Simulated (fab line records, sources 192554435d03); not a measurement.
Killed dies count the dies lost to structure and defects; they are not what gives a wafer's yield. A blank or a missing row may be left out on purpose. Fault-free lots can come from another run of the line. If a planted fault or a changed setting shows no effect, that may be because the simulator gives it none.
Code-filled problem report in 8D (eight disciplines) form + flow n5Finfet + the parts of the form that need people (team, actions taken, sign-off) are left out

== 1. THE PROBLEM ==
Wafers without a fault read 20.23 nm, standard deviation 0.25; cdNm at N5_FIN_SAQP_CD_MEAS_27 reads a mean of 17.46 nm on 3 wafers belonging to 3 lots. That is -11 standard deviations from the usual mean.
The step: target cd 20 nm.
First observed at day 6 18:17: wafer L875.3, on cdSem-03. The record has a number at this step for 13 wafers belonging to 5 lots. By rule, "out" or "out of limits" means more than 4 standard deviations away from the usual mean. The other wafers with a number count as sound.

== 2. WHAT IT IS, AND WHAT IT ISN'T ==
| question                    | is                     | is not                                                                         |
|-----------------------------|------------------------|--------------------------------------------------------------------------------|
| which readings at this step | cdNm                   | -                                                                              |
| which lots                  | L875, L877, L878       | L860, L879                                                                     |
| which wafers of those lots  | L875.3, L877.2, L878.2 | L875.4, L877.5, L877.6, L878.5                                                 |
| read on which gauges        | cdSem-01, cdSem-03     | -                                                                              |
| when                        | from day 6 18:17       | up to then (4 sound wafers); but 6 sound wafers of L877, L878, L879 came after |

== 3. THE SUSPECTS, EACH WITH WHAT RULES IT OUT ==
Counting: if a tool at a process step up to the reading ran every lot that is out, it stays a suspect. Sound lots after the first of them don't rule it out here, since some wafers of a struck lot are sound.
- the gauge at N5_FIN_SAQP_CD_MEAS_27: ruled out. 2 gauges (cdSem-01, cdSem-03) read the wafers that are out.
- aldSin-04 at N5_FIN_SAQP_SPACER1_ALD_24 (deposits SiO2, target thk 20.3 nm, pulse time 1 s, purge time 2 s): kept. Ran every lot that is out, first one L875 (day 6 17:22); last sound lot up to then L860 (day 3 01:40).
Remaining after the count: aldSin-04 at N5_FIN_SAQP_SPACER1_ALD_24.

== 4. THE CAUSE (what the simulator had put in) ==
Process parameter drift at N5_FIN_SAQP_SPACER1_ALD_24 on aldSin-04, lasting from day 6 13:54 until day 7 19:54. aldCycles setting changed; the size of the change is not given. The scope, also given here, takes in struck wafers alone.
Counting left only this tool.

== 5. THE EFFECT CHAIN, in route order ==
Rows list readings where the struck wafers' mean (over those with a number) sits beyond 3 standard deviations from the usual. Readings are gone through only where the record gives a usual standard deviation; hours: the median, over the lots, of the time from a lot's start at the first step in this table giving one to that lot's start at this step; sigmas: the change measured in usual standard deviations.
| hours | step                    | reading     | usual    | on struck wafers | change | sigmas |
|-------|-------------------------|-------------|----------|------------------|--------|--------|
| 0     | N5_FIN_SAQP_CD_MEAS_27  | cdNm        | 20.23 nm | 17.46            | -2.77  | -11    |
| 255   | N5_PASSIVATION_PROBE_49 | killedOnRim | 13       | 34               | +21    | +4.9   |
It contains these process steps:
- N5_PASSIVATION_PROBE_49
Later measuring or inspecting steps at which every struck wafer that the step has a row for has a number for every such reading, and none has moved that far: N5_BEOL_M4_RC_MEAS_101.

== 6. WHAT WOULD HAVE CAUGHT IT SOONER ==
In this record the first reading out of limits at a measuring or inspecting step was taken at day 6 18:17, 4 hours after the fault began at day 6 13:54.
Of the tool readings at N5_FIN_SAQP_SPACER1_ALD_24 for which the record gives a usual standard deviation, none was out on any struck wafer, so an alarm limit of 4 standard deviations on them would not have fired.
L877, L878, from the lots that are out (3), started N5_FIN_SAQP_SPACER1_ALD_24 on aldSin-04 later than day 6 18:17. A hold on the tool at that time would have spared those 2.
